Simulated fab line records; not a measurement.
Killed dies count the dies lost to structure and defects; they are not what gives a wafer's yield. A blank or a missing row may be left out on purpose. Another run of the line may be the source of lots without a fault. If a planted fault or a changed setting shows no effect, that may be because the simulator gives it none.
A single fault, viewed from 2 desks    flow n5-finfet    only its own numbers are on each desk; what lay behind them is given at the end

== THE DEFECT DESK ==
Per lot, the means of the sampled wafers with a number show what the inspections along the route counted. Any lot whose mean is over 4 standard deviations away from the usual mean is out of limits and marked OUT; that distance is given in the brackets.
Columns: A = raw-defect-count at N5_BEOL_M7_INSPECT_30, usual 400
lot   first seen here  A
L429  day 11 04:28     375
L431  day 11 17:17     1534 (+12) OUT
L432  day 12 03:59     1223 (+8.7) OUT
L434  day 12 10:32     977 (+6.1) OUT
L442  day 14 21:59     272
This desk's finding: out of limits on L431, L432, L434; first on L431, day 11 17:17 (raw-defect-count at N5_BEOL_M7_INSPECT_30). In limits: L429, L442.

== FOR THE TOOL OWNER'S DESK: rie-metal-02 ==
The tool's own readings at N5_BEOL_M7_HM_OPEN_17 (chemistry Cl2/BCl3, target TiN, target depth 20 nm, overetch 6 nm): means of the sampled wafers that have a number, for each lot that ran on this tool. Any lot whose mean is over 4 standard deviations away from the usual mean is out of limits and marked OUT; that distance is given in the brackets.
Columns: A = bcl3-flow-sccm at N5_BEOL_M7_HM_OPEN_17, usual 21.76 sccm; B = drypump-motor-current-A at N5_BEOL_M7_HM_OPEN_17, usual 5.6 A; C = mfc-ar-sccm at N5_BEOL_M7_HM_OPEN_17, usual 24.98 sccm; D = oes-product-au at N5_BEOL_M7_HM_OPEN_17, usual 0.70 a.u.; E = throttle-valve-pct at N5_BEOL_M7_HM_OPEN_17, usual 22.23 %
lot   first seen here  A      B    C      D     E
L429  day 11 02:00     21.74  5.5  24.92  0.71  22.19
L431  day 11 13:50     21.73  5.5  25.01  0.69  22.20
L432  day 12 03:25     21.79  5.5  24.92  0.69  22.22
L434  day 12 05:11     21.76  5.5  24.88  0.66  22.18
This desk's finding: nothing out of limits on any of the 4 lots.

== ALL TOGETHER ==
The defect desk could have raised an alarm at day 11 17:17, on L431, L432, L434.
The tool owner's desk saw nothing out of limits.
On record at the tool owner's desk: L431, L432, L434, within its limits.
The lots listed all ran N5_BEOL_M7_HM_OPEN_17 on rie-metal-02.

== WHAT THE SIMULATOR HAD PUT IN ==
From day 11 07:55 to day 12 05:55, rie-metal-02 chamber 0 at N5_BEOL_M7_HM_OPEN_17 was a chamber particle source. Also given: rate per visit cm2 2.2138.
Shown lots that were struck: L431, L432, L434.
Hours from the fault's start to each desk's first reading out of limits: the defect desk, 9.
